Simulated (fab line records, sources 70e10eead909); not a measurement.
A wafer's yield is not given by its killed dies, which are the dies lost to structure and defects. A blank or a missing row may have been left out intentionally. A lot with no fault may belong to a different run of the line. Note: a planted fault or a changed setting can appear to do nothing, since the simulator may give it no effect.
Matching of chambers :: flow nand harc :: rie diel-09 running NHARC_A_STAIRCASE_DESCUM_252: 4 sister chambers
The step chemistry O2, time 3 s. 18 wafers are shown with their chamber, then 9 later ones without.

== WAFERS PAIRED WITH THEIR CHAMBERS ==
wafer: L079.1
chamber: 3
drypump motor current A (A): 4.8
showerhead plenum p Torr (Torr): 1.94
oes product au (a.u.): 0.998

wafer: L079.2
chamber: 0
drypump motor current A (A): 5.6
showerhead plenum p Torr (Torr): 2.01
oes product au (a.u.): 1.009

wafer: L079.4
chamber: 1
drypump motor current A (A): 5.8
showerhead plenum p Torr (Torr): 1.98
oes product au (a.u.): 0.998

wafer: L078.2
chamber: 2
drypump motor current A (A): 5.7
showerhead plenum p Torr (Torr): 1.95
oes product au (a.u.): 1.002

wafer: L078.4
chamber: 3
drypump motor current A (A): 4.8
showerhead plenum p Torr (Torr): 1.94
oes product au (a.u.): 0.998

wafer: L078.6
chamber: 1
drypump motor current A (A): 5.8
showerhead plenum p Torr (Torr): 1.98
oes product au (a.u.): 0.987

wafer: L080.1
chamber: 0
drypump motor current A (A): 5.7
showerhead plenum p Torr (Torr): 2.00
oes product au (a.u.): 1.016

wafer: L080.2
chamber: 2
drypump motor current A (A): 5.7
showerhead plenum p Torr (Torr): 1.95
oes product au (a.u.): 1.008

wafer: L080.4
chamber: 3
drypump motor current A (A): 4.7
showerhead plenum p Torr (Torr): 1.94
oes product au (a.u.): 0.984

wafer: L083.4
chamber: 1
drypump motor current A (A): 5.8
showerhead plenum p Torr (Torr): 1.97
oes product au (a.u.): 0.997

wafer: L083.5
chamber: 1
drypump motor current A (A): 5.8
showerhead plenum p Torr (Torr): 1.97
oes product au (a.u.): 0.986

wafer: L083.6
chamber: 2
drypump motor current A (A): 5.7
showerhead plenum p Torr (Torr): 1.95
oes product au (a.u.): 1.013

wafer: L087.3
chamber: 1
drypump motor current A (A): 5.7
showerhead plenum p Torr (Torr): 1.97
oes product au (a.u.): 0.987

wafer: L087.4
chamber: 0
drypump motor current A (A): 5.7
showerhead plenum p Torr (Torr): 2.00
oes product au (a.u.): 1.001

wafer: L087.5
chamber: 1
drypump motor current A (A): 5.8
showerhead plenum p Torr (Torr): 1.97
oes product au (a.u.): 0.990

wafer: L091.1
chamber: 1
drypump motor current A (A): 5.8
showerhead plenum p Torr (Torr): 1.96
oes product au (a.u.): 0.983

wafer: L091.2
chamber: 3
drypump motor current A (A): 4.7
showerhead plenum p Torr (Torr): 1.93
oes product au (a.u.): 0.993

wafer: L091.5
chamber: 1
drypump motor current A (A): 5.8
showerhead plenum p Torr (Torr): 1.97
oes product au (a.u.): 0.981

SIGNATURES (means of the wafers above)
reading: drypump motor current A
chamber 0: 5.667
chamber 1: 5.787
chamber 2: 5.700
chamber 3: 4.750
scatter within a chamber: 0.0426

reading: showerhead plenum p Torr
chamber 0: 2.0033
chamber 1: 1.9712
chamber 2: 1.9500
chamber 3: 1.9375
scatter within a chamber: 0.00554

reading: oes product au
chamber 0: 1.00867
chamber 1: 0.98862
chamber 2: 1.00767
chamber 3: 0.99325
scatter within a chamber: 0.00636
Rule: for a wafer and a chamber, the distance is found by dividing, reading by reading, the gap between the wafer's reading and the chamber's mean by the reading's scatter, squaring, summing and taking the root. If the next closest chamber is less than 2 further off than the closest, the wafer can't be placed; otherwise it belongs to the closest. The scatter: the root of (the sum of the squares of (reading less its chamber's mean) over the shown wafers, divided by (wafers less chambers)).

== WAFERS WHOSE CHAMBER IS MISSING ==
wafer: L092.1
drypump motor current A (A): 5.6
showerhead plenum p Torr (Torr): 2.00
oes product au (a.u.): 1.006

wafer: L092.5
drypump motor current A (A): 5.7
showerhead plenum p Torr (Torr): 2.00
oes product au (a.u.): 1.002

wafer: L092.6
drypump motor current A (A): 4.8
showerhead plenum p Torr (Torr): 1.93
oes product au (a.u.): 0.991

wafer: L093.1
drypump motor current A (A): 5.7
showerhead plenum p Torr (Torr): 1.96
oes product au (a.u.): 0.997

wafer: L093.3
drypump motor current A (A): 5.7
showerhead plenum p Torr (Torr): 2.00
oes product au (a.u.): 1.018

wafer: L093.5
drypump motor current A (A): 5.6
showerhead plenum p Torr (Torr): 2.00
oes product au (a.u.): 1.002

wafer: L097.2
drypump motor current A (A): 4.7
showerhead plenum p Torr (Torr): 1.93
oes product au (a.u.): 0.992

wafer: L097.3
drypump motor current A (A): 5.8
showerhead plenum p Torr (Torr): 1.96
oes product au (a.u.): 0.989

wafer: L097.6
drypump motor current A (A): 5.8
showerhead plenum p Torr (Torr): 1.94
oes product au (a.u.): 0.995

== THE CHAMBER EACH PASSED THROUGH ==
wafer: L092.1
from the rows above: 0
in truth: 0

wafer: L092.5
from the rows above: 0
in truth: 0

wafer: L092.6
from the rows above: 3
in truth: 3

wafer: L093.1
from the rows above: can't be placed: 2 or 1
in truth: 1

wafer: L093.3
from the rows above: 0
in truth: 0

wafer: L093.5
from the rows above: 0
in truth: 0

wafer: L097.2
from the rows above: 3
in truth: 3

wafer: L097.3
from the rows above: 1
in truth: 1

wafer: L097.6
from the rows above: 2
in truth: 2
Correct placement for 8 of the 9. Unplaceable from these rows: 1, with the true chamber sitting among the candidates in 1. 0 placed wrongly.
